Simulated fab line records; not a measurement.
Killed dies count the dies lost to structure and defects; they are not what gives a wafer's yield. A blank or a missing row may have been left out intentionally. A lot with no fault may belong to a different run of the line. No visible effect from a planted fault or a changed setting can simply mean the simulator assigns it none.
fab line records	flow nandHarc
record lots=24	wafers=72	lastDay=24
route steps=1159 shown A_STAIRCASE@560
lots that met no fault: from a run of the same line without faults
startH: the number of hours between the record's first day and the start of the first shown wafer of the lot	waitH: time in hours since the lot's previous step	" same as the row above	L1.1+2: several wafers, shown together as one row	- no value present, or no start provided	* or withheld: withheld	< > ~ a bound
route shown NAME@n: a module of which the file shows steps, and the number in the route of the first	usual: mean/standard deviation taken from wafers without a fault	same: alike in all rows	chamber/n: place in a boat	sites: each site's reading	_std_site: how widely they spread, as a standard deviation	_edge_site: outer sites' mean less inner sites'	radiusMm: for every site, how far away it sits from the centre of the wafer	mask NAME#n: copy n	behind: tool/chamber where the wafer was last shaped	hold: why the lot went on hold/how many hours it stayed there/how the hold came to an end	device: which transistor (n, p or np) failed to switch	end of line: tests of these same wafers at the route's end	a step without rows: its recipe alone	killed: dies that structure and defects cost at the first sort, which is not the same as the wafer's yield	map: per-die view of a wafer (x killed, . not killed, _ where there is no die)
set.NAME: the setting that was run; set.NAME@STEP: the one run at that earlier step	model.NAME: the simulator's own value behind a step, which no gauge read
steps of the route over a sample of lots; a table a step, a row a wafer
services: when a tool's chamber went out of use (startH, in hours from the record's first day, below 0 if earlier), for how many hours, and the reason
## steps
# step NHARC_A_STAIRCASE_ETCH_23
# recipe targetDepthA=1000	timeS=40.5	ionEnergyEv=400	c4f8FlowSccm=20	o2FlowSccm=10	arFlowSccm=withheld	rfW=600	biasW=1000	chemistry=C4F8/O2
# usual oesProductAu=0.939/0.011	rfFwdPowerW=592/3.3	rfVppV=896/5.4
lot.wafer	tool	chamber	startH	waitH	oesProductAu	rfFwdPowerW	rfHoursCounterH	rfVppV
L075.3	rieDiel-08	2	-	-	0.932	590	37	905
L075.4	"	3	"	"	0.932	587	36	892
L075.1	"	0	"	"	0.917	590	37	900
L074.2	rieDiel-11	1	-	-	0.958	590	14	899
L074.3	"	2	"	"	0.951	595	12	895
L074.1	"	3	"	"	0.958	593	14	889
L076.3	rieDiel-09	0	-	-	0.937	596	62	896
L076.5	"	3	"	"	0.936	593	-	887
L076.6	"	0	"	"	0.939	595	-	896
L077.2	rieDiel-09	1	-	-	0.945	590	64	896
L077.5	"	2	"	"	0.942	590	-	895
L077.6	"	3	"	"	0.948	594	-	886
L078.1	rieDiel-11	3	-	-	0.952	594	21	889
L078.4	"	1	"	"	0.947	589	20	901
L078.5	"	2	"	"	0.964	595	-	895
L079.3	rieDiel-08	2	-	-	0.929	590	50	906
L079.4	"	3	"	"	0.926	594	47	892
L079.2	"	1	"	"	0.919	592	50	886
L081.4	rieDiel-09	2	-	-	0.939	590	6	894
L081.2	"	3	"	"	0.928	595	5	906
L081.1	"	0	"	"	0.941	596	4	896
L080.3	rieDiel-08	1	-	-	0.929	590	56	887
L080.4	"	2	"	"	0.917	591	57	904
L080.2	"	0	"	"	0.938	595	53	901
L082.4	rieDiel-09	2	-	-	0.938	590	8	894
L082.2	"	3	"	"	0.930	593	8	906
L082.3	"	0	"	"	0.932	595	6	895
L083.4	rieDiel-09	0	-	-	0.957	596	10	896
L083.1	"	1	"	"	0.951	589	10	895
L083.2	"	2	"	"	0.956	588	12	894
L084.2	rieDiel-11	3	-	-	0.940	594	34	888
L084.4	"	0	"	"	0.950	595	36	898
L084.5	"	1	"	"	0.938	586	-	900
L085.1	rieDiel-09	2	-	-	0.934	589	22	893
L085.3	"	3	"	"	0.936	594	21	905
L085.6	"	2	"	"	0.933	590	-	895
L086.4	rieDiel-11	2	-	-	0.923	592	40	896
L086.3	"	3	"	"	0.935	596	40	889
L086.6	"	2	"	"	0.923	592	-	895
L087.2	rieDiel-09	1	-	-	0.941	589	19	895
L087.4	"	3	"	"	0.921	598	21	905
L087.1	"	0	"	"	0.948	597	18	895
L088.4	rieDiel-09	2	-	-	0.968	590	23	894
L088.2	"	3	"	"	0.946	595	22	905
L088.5	"	3	"	"	0.949	596	-	906
L089.4	rieDiel-09	2	-	-	0.937	587	26	894
L089.3	"	3	"	"	0.933	595	25	906
L089.2	"	0	"	"	0.933	596	22	897
L090.3	rieDiel-11	1	-	-	0.952	585	43	900
L090.6	"	1	"	"	0.949	586	-	899
L090.5	"	2	"	"	0.942	593	-	894
L093.4	rieDiel-11	2	-	-	0.945	590	52	894
L093.3	"	0	"	"	0.950	591	53	899
L093.5	"	3	"	"	0.948	593	-	888
L092.1	rieDiel-08	2	-	-	0.923	590	14	905
L092.2	"	0	"	"	0.940	592	13	901
L092.6	"	2	"	"	0.923	588	-	904
L091.3	rieDiel-09	0	-	-	0.930	595	32	896
L091.4	"	0	"	"	0.932	596	-	897
L091.5	"	1	"	"	0.953	590	-	894
L094.3	rieDiel-08	2	-	-	0.941	589	18	903
L094.4	"	0	"	"	0.961	593	16	901
L094.6	"	3	"	"	0.945	587	-	891
L095.4	rieDiel-11	1	-	-	0.929	585	57	900
L095.1	"	2	"	"	0.921	592	59	895
L095.6	"	3	"	"	0.931	597	-	888
L096.4	rieDiel-11	1	-	-	0.935	588	58	900
L096.1	"	3	"	"	0.940	598	60	887
L096.3	"	0	"	"	0.924	591	61	900
L097.3	rieDiel-11	2	-	-	0.928	591	61	896
L097.4	"	3	"	"	0.937	595	61	888
L097.1	"	0	"	"	0.933	594	62	898
# step NHARC_A_STAIRCASE_ETCH_27
# recipe targetDepthA=1000	timeS=40.5	ionEnergyEv=400	c4f8FlowSccm=20	o2FlowSccm=10	arFlowSccm=withheld	rfW=600	biasW=1000	chemistry=C4F8/O2
# usual oesProductAu=0.939/0.0091	rfFwdPowerW=592/3.4	rfVppV=896/5.5
lot.wafer	tool	chamber	startH	waitH	oesProductAu	rfFwdPowerW	rfHoursCounterH	rfVppV
L075.4	rieDiel-08	0	-	-	0.930	594	37	900
L075.1	"	2	"	"	0.927	590	38	904
L075.3	"	3	"	"	0.932	590	37	892
L074.2	rieDiel-11	0	-	-	0.933	594	16	899
L074.3	"	2	"	"	0.928	592	13	895
L074.1	"	3	"	"	0.944	597	14	889
L076.3	rieDiel-09	1	-	-	0.934	590	65	896
L076.5	"	0	"	"	0.946	592	-	897
L076.6	"	1	"	"	0.936	590	-	894
L077.2	rieDiel-09	3	-	-	0.941	594	57	887
L077.5	"	3	"	"	0.939	596	-	885
L077.6	"	0	"	"	0.942	592	-	897
L078.1	rieDiel-11	2	-	-	0.932	596	20	896
L078.4	"	0	"	"	0.932	594	-	898
L078.5	"	3	"	"	0.939	594	-	888
L079.2	rieDiel-08	1	-	-	0.936	592	50	889
L079.4	"	2	"	"	0.938	587	50	904
L079.3	"	3	"	"	0.935	588	47	891
L081.4	rieDiel-09	2	-	-	0.942	589	6	895
L081.1	"	0	"	"	0.945	594	4	895
L081.2	"	1	"	"	0.935	586	5	894
L080.3	rieDiel-08	0	-	-	0.932	591	53	901
L080.2	"	1	"	"	0.941	591	56	887
L080.4	"	2	"	"	0.934	586	57	907
L082.4	rieDiel-09	0	-	-	0.945	595	7	895
L082.2	"	1	"	"	0.943	590	8	895
L082.3	"	3	"	"	0.941	598	8	905
L083.1	rieDiel-09	2	-	-	0.944	585	12	895
L083.4	"	3	"	"	0.929	594	12	905
L083.2	"	0	"	"	0.948	596	11	895
L084.2	rieDiel-11	2	-	-	0.921	598	35	898
L084.4	"	0	"	"	0.925	593	36	898
L084.5	"	2	"	"	0.921	592	-	897
L085.1	rieDiel-09	1	-	-	0.945	588	20	895
L085.3	"	3	"	"	0.939	596	21	904
L085.6	"	1	"	"	0.949	589	-	893
L087.4	rieDiel-09	2	-	-	0.933	589	22	895
L087.1	"	0	"	"	0.937	596	19	897
L087.2	"	1	"	"	0.945	588	20	895
L086.4	rieDiel-11	2	-	-	0.927	593	41	896
L086.3	"	1	"	"	0.951	590	38	901
L086.6	"	2	"	"	0.931	592	-	894
L088.4	rieDiel-09	2	-	-	0.951	590	23	896
L088.2	"	0	"	"	0.949	598	19	894
L088.5	"	3	"	"	0.942	595	-	905
L089.3	rieDiel-09	3	-	-	0.924	594	25	905
L089.2	"	0	"	"	0.933	595	22	895
L089.4	"	1	"	"	0.940	589	23	896
L090.3	rieDiel-11	3	-	-	0.935	595	45	888
L090.5	"	0	"	"	0.926	594	-	900
L090.6	"	1	"	"	0.925	584	-	900
L093.4	rieDiel-11	2	-	-	0.945	595	53	896
L093.3	"	3	"	"	0.958	594	52	888
L093.5	"	2	"	"	0.947	593	-	894
L092.2	rieDiel-08	0	-	-	0.925	594	14	900
L092.1	"	2	"	"	0.919	588	15	905
L092.6	"	0	"	"	0.922	594	-	900
L091.3	rieDiel-09	3	-	-	0.951	597	35	906
L091.4	"	3	"	"	0.937	596	-	905
L091.5	"	0	"	"	0.941	594	-	895
L094.4	rieDiel-08	3	-	-	0.940	591	14	890
L094.3	"	0	"	"	0.938	595	16	901
L094.6	"	3	"	"	0.936	589	-	891
L095.4	rieDiel-11	0	-	-	0.926	591	61	900
L095.1	"	1	"	"	0.942	589	58	899
L095.6	"	2	"	"	0.935	592	-	894
L096.1	rieDiel-11	3	-	-	0.952	595	60	887
L096.3	"	0	"	"	0.927	595	61	897
L096.4	"	1	"	"	0.930	586	58	901
L097.4	rieDiel-11	2	-	-	0.940	595	61	894
L097.1	"	3	"	"	0.951	595	61	888
L097.3	"	0	"	"	0.947	594	63	899
# step NHARC_A_STAIRCASE_DESCUM_219
# recipe timeS=3	o2FlowSccm=200	arFlowSccm=0	biasPowerW=0	chemistry=O2
# usual drypumpMotorCurrentA=5.6/0.52	o2FlowSccm=200.0/0.58	oesProductAu=0.997/0.0069	rfVppV=57.8/0.97	showerheadPlenumPTorr=1.92/0.089	throttleValvePct=11.312/0.0091
lot.wafer	tool	chamber	startH	waitH	drypumpMotorCurrentA	o2FlowSccm	oesProductAu	rfHoursCounterH	rfVppV	showerheadPlenumPTorr	throttleValvePct
L075.3	rieDiel-11	3	241.07	-	6.5	199.9	1.007	14	58.0	1.79	11.317
L075.4	"	0	"	"	6.0	200.2	0.990	16	56.3	1.96	11.311
L075.1	"	1	"	"	6.2	199.5	1.002	14	58.2	1.99	11.312
L074.1	rieDiel-11	1	246.43	-	6.2	201.2	1.005	17	56.3	1.99	11.320
L074.2	"	2	"	"	5.8	198.9	0.991	16	57.4	1.91	11.317
L074.3	"	3	"	"	6.5	199.4	0.998	17	58.2	1.79	11.319
L076.3	rieDiel-08	0	254.67	-	6.2	199.6	1.000	45	58.4	1.99	11.318
L076.6	"	3	"	"	5.5	200.1	0.993	-	54.6	1.85	11.296
L076.5	"	0	"	"	6.2	199.4	0.997	-	57.4	1.99	11.296
L077.2	rieDiel-11	3	255.02	-	6.5	199.2	0.987	21	56.3	1.79	11.310
L077.6	"	3	"	"	6.5	200.0	0.988	-	56.8	1.79	11.305
L077.5	"	0	"	"	6.0	199.9	0.990	-	58.0	1.96	11.320
L078.4	rieDiel-08	2	262.11	-	5.4	199.7	0.995	51	57.6	2.06	11.297
L078.1	"	3	"	"	5.5	199.8	0.999	48	57.7	1.85	11.302
L078.5	"	0	"	"	6.2	200.5	1.000	-	57.3	1.99	11.322
L079.3	rieDiel-11	2	272.75	-	5.9	199.7	0.991	24	58.0	1.91	11.314
L079.4	"	3	"	"	6.5	199.4	1.003	26	56.3	1.79	11.296
L079.2	"	0	"	"	6.0	199.2	1.004	27	59.8	1.96	11.317
L081.2	rieDiel-09	3	282.20	-	5.5	200.6	0.990	8	58.1	2.07	11.302
L081.1	"	0	"	"	5.0	199.5	0.998	6	58.0	1.91	11.316
L081.4	"	1	"	"	4.9	200.1	0.992	7	57.0	1.89	11.307
L080.4	rieDiel-11	1	283.00	-	6.2	200.2	1.008	27	59.3	1.99	11.299
L080.2	"	2	"	"	5.8	199.6	0.997	29	56.7	1.90	11.330
L080.3	"	3	"	"	6.5	200.4	1.001	30	56.3	1.79	11.323
L082.4	rieDiel-09	3	291.21	-	5.5	200.5	0.999	12	59.3	2.07	11.305
L082.3	"	0	"	"	5.0	201.0	1.001	11	59.0	1.91	11.304
L082.2	"	1	"	"	4.9	200.7	0.998	11	58.3	1.89	11.308
L083.1	rieDiel-09	1	296.38	-	4.9	199.7	0.985	12	55.4	1.89	11.290
L083.4	"	2	"	"	4.9	199.8	1.009	14	57.3	1.89	11.323
L083.2	"	0	"	"	5.1	198.7	1.005	12	58.1	1.91	11.288
L084.4	rieDiel-09	3	304.63	-	5.5	200.8	1.004	17	59.0	2.07	11.319
L084.2	"	2	"	"	4.9	200.9	0.999	17	57.4	1.89	11.309
L084.5	"	0	"	"	5.1	199.0	0.998	-	59.1	1.91	11.315
L087.2	rieDiel-08	0	321.80	-	6.2	199.7	1.005	4	59.6	1.98	11.324
L087.4	"	1	"	"	5.6	200.3	1.003	4	58.4	1.79	11.322
L087.1	"	2	"	"	5.3	200.2	0.991	5	60.5	2.05	11.306
L085.1	rieDiel-09	3	321.95	-	5.6	199.8	1.000	25	59.3	2.07	11.336
L085.3	"	1	"	"	4.9	201.4	1.009	23	58.5	1.88	11.311
L085.6	"	0	"	"	5.0	199.7	0.994	-	57.7	1.91	11.317
L088.2	rieDiel-11	3	323.27	-	6.5	200.0	0.996	44	55.8	1.79	11.312
L088.4	"	1	"	"	6.2	199.6	0.988	43	58.3	1.98	11.305
L088.5	"	0	"	"	6.0	200.7	0.986	-	57.1	1.96	11.298
L086.3	rieDiel-08	1	323.72	-	5.6	199.8	0.994	4	57.5	1.79	11.303
L086.4	"	3	"	"	5.4	201.3	1.002	6	58.6	1.84	11.320
L086.6	"	1	"	"	5.6	199.2	0.995	-	57.1	1.79	11.302
L089.2	rieDiel-08	2	328.36	-	5.3	199.7	1.002	7	59.0	2.05	11.320
L089.4	"	3	"	"	5.4	200.4	1.012	8	58.0	1.84	11.306
L089.3	"	1	"	"	5.6	200.2	1.002	6	57.5	1.79	11.309
L090.3	rieDiel-09	0	329.30	-	5.1	199.9	1.000	25	58.2	1.91	11.315
L090.6	"	1	"	"	4.9	200.7	1.004	-	57.7	1.88	11.304
L090.5	"	3	"	"	5.5	200.3	0.988	-	58.3	2.07	11.311
L093.3	rieDiel-09	3	350.01	-	5.5	199.9	1.003	35	57.7	2.06	11.292
L093.5	"	1	"	"	4.9	200.5	1.006	-	59.4	1.88	11.317
L093.4	"	3	"	"	5.6	199.6	1.000	-	56.8	2.06	11.305
L092.2	rieDiel-09	1	353.29	-	4.9	200.6	0.996	35	56.7	1.88	11.296
L092.1	"	3	"	"	5.5	200.1	0.990	37	58.5	2.06	11.313
L092.6	"	0	"	"	5.0	199.8	1.004	-	57.4	1.90	11.323
L091.3	rieDiel-09	0	354.96	-	5.0	200.0	0.995	35	57.6	1.90	11.319
L091.5	"	3	"	"	5.5	200.4	0.993	-	57.0	2.06	11.311
L091.4	"	0	"	"	5.0	200.1	0.990	-	58.2	1.90	11.310
L094.3	rieDiel-11	3	358.95	-	6.5	199.7	0.992	59	57.6	1.78	11.319
L094.4	"	2	"	"	5.8	200.4	0.982	59	58.1	1.89	11.328
L094.6	"	3	"	"	6.5	200.1	0.998	-	58.1	1.78	11.300
L096.4	rieDiel-09	1	367.12	-	4.9	200.2	0.998	42	58.7	1.88	11.306
L096.3	"	2	"	"	4.9	200.8	0.994	30	59.2	1.89	11.307
L096.1	"	3	"	"	5.5	201.6	1.007	42	58.3	2.06	11.303
L095.1	rieDiel-08	1	368.20	-	5.6	200.1	1.004	20	57.1	1.78	11.299
L095.4	"	0	"	"	6.2	200.2	0.998	22	58.2	1.98	11.318
L095.6	"	2	"	"	5.4	199.0	0.992	-	58.8	2.05	11.303
L097.4	rieDiel-08	0	371.57	-	6.2	199.6	0.988	24	58.1	1.98	11.316
L097.3	"	1	"	"	5.6	199.5	1.004	22	56.9	1.78	11.310
L097.1	"	2	"	"	5.3	199.8	0.998	27	57.6	2.05	11.323
# step NHARC_A_STAIRCASE_ETCH_225
# recipe targetDepthA=1000	timeS=40.5	ionEnergyEv=400	c4f8FlowSccm=20	o2FlowSccm=10	arFlowSccm=withheld	rfW=600	biasW=1000	chemistry=C4F8/O2
# usual oesProductAu=0.942/0.01	rfFwdPowerW=592/3.3	rfVppV=897/5.4
lot.wafer	tool	chamber	startH	waitH	oesProductAu	rfFwdPowerW	rfHoursCounterH	rfVppV
L075.4	rieDiel-11	0	-	-	0.937	593	17	899
L075.3	"	2	"	"	0.957	596	14	897
L075.1	"	3	"	"	0.939	595	15	889
L074.2	rieDiel-11	3	-	-	0.941	594	18	888
L074.3	"	0	"	"	0.936	595	19	899
L074.1	"	1	"	"	0.937	586	18	900
L076.3	rieDiel-08	2	-	-	0.946	586	48	903
L076.5	"	3	"	"	0.942	592	-	892
L076.6	"	0	"	"	0.944	590	-	901
L077.2	rieDiel-11	3	-	-	0.944	596	21	889
L077.5	"	0	"	"	0.944	594	-	898
L077.6	"	2	"	"	0.933	591	-	896
L078.4	rieDiel-08	0	-	-	0.936	592	48	902
L078.1	"	1	"	"	0.942	593	52	887
L078.5	"	0	"	"	0.937	589	-	901
L079.2	rieDiel-11	1	-	-	0.931	586	24	900
L079.4	"	2	"	"	0.939	590	25	895
L079.3	"	0	"	"	0.924	594	28	899
L081.2	rieDiel-09	2	-	-	0.936	591	9	895
L081.1	"	3	"	"	0.938	599	8	906
L081.4	"	1	"	"	0.967	590	8	894
L080.4	rieDiel-11	0	-	-	0.956	596	31	898
L080.2	"	1	"	"	0.946	587	27	900
L080.3	"	2	"	"	0.933	594	29	895
L082.4	rieDiel-09	2	-	-	0.951	589	12	893
L082.2	"	3	"	"	0.941	592	13	906
L082.3	"	0	"	"	0.957	593	11	896
L083.1	rieDiel-09	2	-	-	0.952	589	14	895
L083.4	"	3	"	"	0.941	593	14	906
L083.2	"	1	"	"	0.954	591	12	894
L084.2	rieDiel-09	0	-	-	0.941	591	15	894
L084.4	"	3	"	"	0.929	597	17	907
L084.5	"	1	"	"	0.946	591	-	894
L087.2	rieDiel-08	0	-	-	0.958	594	5	900
L087.1	"	2	"	"	0.937	591	5	902
L087.4	"	3	"	"	0.952	591	6	891
L085.1	rieDiel-09	2	-	-	0.960	587	26	895
L085.3	"	3	"	"	0.932	594	25	907
L085.6	"	1	"	"	0.951	587	-	894
L088.4	rieDiel-11	0	-	-	0.936	594	46	899
L088.2	"	2	"	"	0.934	589	47	896
L088.5	"	1	"	"	0.937	584	-	900
L086.3	rieDiel-08	1	-	-	0.930	593	5	888
L086.4	"	2	"	"	0.942	591	6	904
L086.6	"	1	"	"	0.941	592	-	887
L089.2	rieDiel-08	3	-	-	0.959	591	8	892
L089.4	"	0	"	"	0.932	592	7	900
L089.3	"	1	"	"	0.934	592	6	888
L090.3	rieDiel-09	0	-	-	0.946	595	25	897
L090.6	"	3	"	"	0.937	595	-	905
L090.5	"	1	"	"	0.934	590	-	894
L093.3	rieDiel-09	0	-	-	0.938	595	33	897
L093.4	"	0	"	"	0.934	597	-	897
L093.5	"	1	"	"	0.939	589	-	894
L092.2	rieDiel-09	1	-	-	0.952	588	35	895
L092.1	"	3	"	"	0.940	594	37	905
L092.6	"	1	"	"	0.949	587	-	894
L091.3	rieDiel-09	0	-	-	0.941	590	35	896
L091.4	"	1	"	"	0.923	591	-	893
L091.5	"	0	"	"	0.935	594	-	895
L094.4	rieDiel-11	3	-	-	0.943	598	60	887
L094.3	"	2	"	"	0.946	592	60	895
L094.6	"	0	"	"	0.940	595	-	898
L096.1	rieDiel-09	3	-	-	0.942	597	43	904
L096.4	"	1	"	"	0.944	590	42	895
L096.3	"	2	"	"	0.944	590	30	895
L095.1	rieDiel-08	2	-	-	0.929	589	26	904
L095.4	"	3	"	"	0.925	590	21	891
L095.6	"	2	"	"	0.934	588	-	903
L097.4	rieDiel-08	0	-	-	0.921	594	25	899
L097.1	"	1	"	"	0.928	591	23	888
L097.3	"	3	"	"	0.920	593	23	893
# step NHARC_A_STAIRCASE_ETCH_236
# recipe targetDepthA=1000	timeS=40.5	ionEnergyEv=400	c4f8FlowSccm=20	o2FlowSccm=10	arFlowSccm=withheld	rfW=600	biasW=1000	chemistry=C4F8/O2
# usual oesProductAu=0.940/0.0098	rfFwdPowerW=592/3.3	rfVppV=897/5.5
lot.wafer	tool	chamber	startH	waitH	oesProductAu	rfFwdPowerW	rfHoursCounterH	rfVppV
L075.1	rieDiel-09	1	-	-	0.934	588	60	894
L075.3	"	2	"	"	0.922	589	56	894
L075.4	"	3	"	"	0.929	595	54	887
L074.2	rieDiel-08	0	-	-	0.953	593	44	901
L074.1	"	2	"	"	0.938	589	46	904
L074.3	"	3	"	"	0.937	589	44	893
L076.3	rieDiel-08	1	-	-	0.939	593	49	889
L076.6	"	2	"	"	0.930	590	-	904
L076.5	"	3	"	"	0.930	591	-	891
L077.2	rieDiel-11	3	-	-	0.938	595	23	888
L077.5	"	3	"	"	0.937	592	-	887
L077.6	"	0	"	"	0.939	591	-	897
L078.4	rieDiel-09	2	-	-	0.953	588	0	895
L078.1	"	3	"	"	0.944	596	0	905
L078.5	"	0	"	"	0.945	599	-	897
L079.4	rieDiel-11	1	-	-	0.946	587	24	900
L079.3	"	2	"	"	0.922	593	26	895
L079.2	"	3	"	"	0.925	596	28	888
L081.2	rieDiel-08	1	-	-	0.952	589	58	889
L081.4	"	3	"	"	0.959	591	56	892
L081.1	"	0	"	"	0.947	588	55	901
L080.3	rieDiel-09	1	-	-	0.945	589	8	894
L080.2	"	2	"	"	0.947	589	10	894
L080.4	"	0	"	"	0.951	598	7	897
L082.3	rieDiel-08	3	-	-	0.932	592	58	891
L082.2	"	0	"	"	0.931	596	58	899
L082.4	"	1	"	"	0.927	590	62	889
L083.2	rieDiel-09	2	-	-	0.937	588	14	895
L083.1	"	3	"	"	0.940	595	15	905
L083.4	"	1	"	"	0.932	589	13	895
L084.4	rieDiel-09	0	-	-	0.952	595	16	897
L084.2	"	2	"	"	0.937	588	18	895
L084.5	"	1	"	"	0.937	586	-	893
L085.1	rieDiel-09	0	-	-	0.946	598	23	895
L085.3	"	1	"	"	0.942	590	24	894
L085.6	"	1	"	"	0.949	588	-	892
L087.2	rieDiel-11	0	-	-	0.941	595	46	898
L087.4	"	1	"	"	0.943	588	44	900
L087.1	"	2	"	"	0.925	594	46	894
L088.4	rieDiel-08	2	-	-	0.935	589	6	905
L088.2	"	3	"	"	0.941	590	7	891
L088.5	"	2	"	"	0.930	588	-	904
L086.3	rieDiel-09	3	-	-	0.923	591	27	905
L086.6	"	1	"	"	0.944	588	-	895
L086.4	"	3	"	"	0.927	591	-	906
L089.2	rieDiel-08	2	-	-	0.948	591	8	904
L089.4	"	0	"	"	0.942	590	8	900
L089.3	"	1	"	"	0.938	592	7	887
L090.3	rieDiel-09	3	-	-	0.940	591	29	907
L090.5	"	3	"	"	0.948	593	-	904
L090.6	"	0	"	"	0.939	598	-	895
L093.3	rieDiel-09	0	-	-	0.951	597	34	895
L093.4	"	0	"	"	0.937	599	-	894
L093.5	"	1	"	"	0.935	591	-	893
L092.1	rieDiel-08	0	-	-	0.951	593	17	899
L092.2	"	1	"	"	0.942	591	14	887
L092.6	"	1	"	"	0.940	592	-	887
L091.4	rieDiel-08	2	-	-	0.944	590	20	906
L091.3	"	0	"	"	0.938	591	18	901
L091.5	"	3	"	"	0.948	591	-	890
L094.3	rieDiel-09	2	-	-	0.947	589	28	896
L094.4	"	0	"	"	0.957	594	38	896
L094.6	"	2	"	"	0.942	589	-	893
L096.4	rieDiel-09	2	-	-	0.934	591	31	895
L096.3	"	3	"	"	0.937	597	43	905
L096.1	"	1	"	"	0.950	589	43	893
L095.1	rieDiel-09	1	-	-	0.943	588	44	894
L095.4	"	2	"	"	0.939	586	32	896
L095.6	"	1	"	"	0.949	586	-	892
L097.1	rieDiel-09	2	-	-	0.922	592	33	894
L097.3	"	0	"	"	0.926	594	43	894
L097.4	"	1	"	"	0.925	591	45	894
# step NHARC_A_STAIRCASE_STRIP_238
# recipe powerW=1500	tempC=250	chemistry=O2
# usual drypumpMotorCurrentA=5.59/0.15	heaterPowerW=315/30
lot.wafer	tool	chamber	startH	waitH	drypumpMotorCurrentA	heaterPowerW	rfHoursCounterH
L075.1	plasmaAsher-01	1	243.78	0.1	5.85	321	46
L075.4	"	1	"	"	5.83	316	-
L075.3	"	0	"	"	5.57	354	-
L074.2	plasmaAsher-01	1	250.00	0.1	5.85	321	48
L074.1	"	0	"	"	5.59	357	48
L074.3	"	0	"	"	5.57	359	-
L076.3	plasmaAsher-01	0	257.46	0.2	5.57	354	-
L076.6	"	1	"	"	5.84	321	-
L076.5	"	0	"	"	5.56	366	-
L077.2	plasmaAsher-02	1	259.03	0.1	5.45	312	25
L077.6	"	0	"	"	5.51	283	-
L077.5	"	1	"	"	5.44	313	-
L078.1	plasmaAsher-02	0	264.64	0.1	5.46	294	27
L078.4	"	0	"	"	5.51	277	-
L078.5	"	1	"	"	5.44	312	-
L079.2	plasmaAsher-02	0	276.25	0.3	5.55	285	30
L079.3	"	1	"	"	5.45	305	-
L079.4	"	0	"	"	5.52	285	-
L081.2	plasmaAsher-02	0	284.48	0.1	5.53	291	36
L081.1	"	1	"	"	5.45	314	36
L081.4	"	0	"	"	5.53	281	-
L080.2	plasmaAsher-02	0	285.17	0.1	5.54	287	36
L080.4	"	0	"	"	5.58	285	-
L080.3	"	1	"	"	5.44	310	-
L082.2	plasmaAsher-01	0	293.42	0.1	5.56	362	3
L082.3	"	0	"	"	5.58	370	-
L082.4	"	1	"	"	5.86	302	-
L083.1	plasmaAsher-02	0	298.55	0.1	5.46	275	40
L083.2	"	1	"	"	5.45	315	40
L083.4	"	0	"	"	5.44	281	-
L084.2	plasmaAsher-02	0	306.85	0.1	5.54	281	42
L084.4	"	1	"	"	5.45	303	-
L084.5	"	0	"	"	5.53	278	-
L085.1	plasmaAsher-02	1	324.27	0.1	5.46	304	50
L085.3	"	0	"	"	5.51	279	-
L085.6	"	0	"	"	5.47	282	-
L087.1	plasmaAsher-01	1	324.45	0.1	5.83	308	15
L087.2	"	0	"	"	5.58	371	15
L087.4	"	1	"	"	5.84	312	-
L088.2	plasmaAsher-01	1	326.06	0.1	5.83	312	15
L088.4	"	0	"	"	5.59	373	-
L088.5	"	1	"	"	5.83	303	-
L086.3	plasmaAsher-01	0	326.67	0.2	5.62	369	-
L086.4	"	1	"	"	5.87	306	-
L086.6	"	0	"	"	5.61	371	-
L089.2	plasmaAsher-02	1	331.11	0.1	5.45	317	52
L089.4	"	1	"	"	5.45	317	-
L089.3	"	0	"	"	5.52	277	-
L090.3	plasmaAsher-01	0	331.90	0.2	5.57	363	-
L090.6	"	0	"	"	5.58	355	-
L090.5	"	1	"	"	5.85	302	-
L093.4	plasmaAsher-01	1	352.61	0.2	5.83	313	-
L093.3	"	0	"	"	5.58	372	-
L093.5	"	0	"	"	5.57	365	-
L092.2	plasmaAsher-02	1	355.63	0.1	5.44	316	59
L092.1	"	0	"	"	5.52	281	59
L092.6	"	0	"	"	5.50	283	-
L091.3	plasmaAsher-01	1	357.76	0.2	5.86	311	-
L091.4	"	0	"	"	5.55	371	-
L091.5	"	0	"	"	5.57	367	-
L094.3	plasmaAsher-01	1	362.19	0.8	5.83	298	-
L094.4	"	0	"	"	5.60	360	-
L094.6	"	0	"	"	5.59	371	-
L096.1	plasmaAsher-02	1	369.69	0.1	5.45	301	0
L096.3	"	0	"	"	5.50	278	-
L096.4	"	1	"	"	5.45	298	-
L095.1	plasmaAsher-02	0	371.94	0.1	5.49	282	1
L095.4	"	0	"	"	5.53	281	-
L095.6	"	0	"	"	5.47	289	-
L097.1	plasmaAsher-02	1	374.80	0.1	5.44	302	2
L097.3	"	1	"	"	5.45	295	-
L097.4	"	0	"	"	5.56	285	-
## services
tool	chamber	startH	hours	kind
rieDiel-08	0	229.99	1.4	repair
rieDiel-09	0	234.55	-	clean
rieDiel-09	1	234.55	-	clean
rieDiel-09	2	234.55	-	clean
rieDiel-09	3	234.55	-	clean
rieDiel-09	-	254.10	9.0	pm
rieDiel-09	0	254.10	9.0	ventCycle
rieDiel-09	1	254.10	9.0	ventCycle
rieDiel-09	2	254.10	9.0	ventCycle
rieDiel-09	3	254.10	9.0	ventCycle
rieDiel-09	0	263.10	-	clean
rieDiel-09	1	263.10	-	clean
rieDiel-09	1	263.10	-	consumableReplace:focusRing
rieDiel-09	2	263.10	-	clean
rieDiel-09	3	263.10	-	clean
rieDiel-09	3	263.10	-	consumableReplace:showerhead
plasmaAsher-01	-	276.00	9.0	pm
rieDiel-09	0	288.60	-	clean
rieDiel-08	-	302.28	9.0	pm
rieDiel-08	0	341.33	3.9	repair
rieDiel-08	1	343.02	7.6	repair
rieDiel-08	3	343.92	6.9	repair
plasmaAsher-02	-	360.35	9.0	pm
rieDiel-11	-	366.51	9.0	pm
## key
fault none
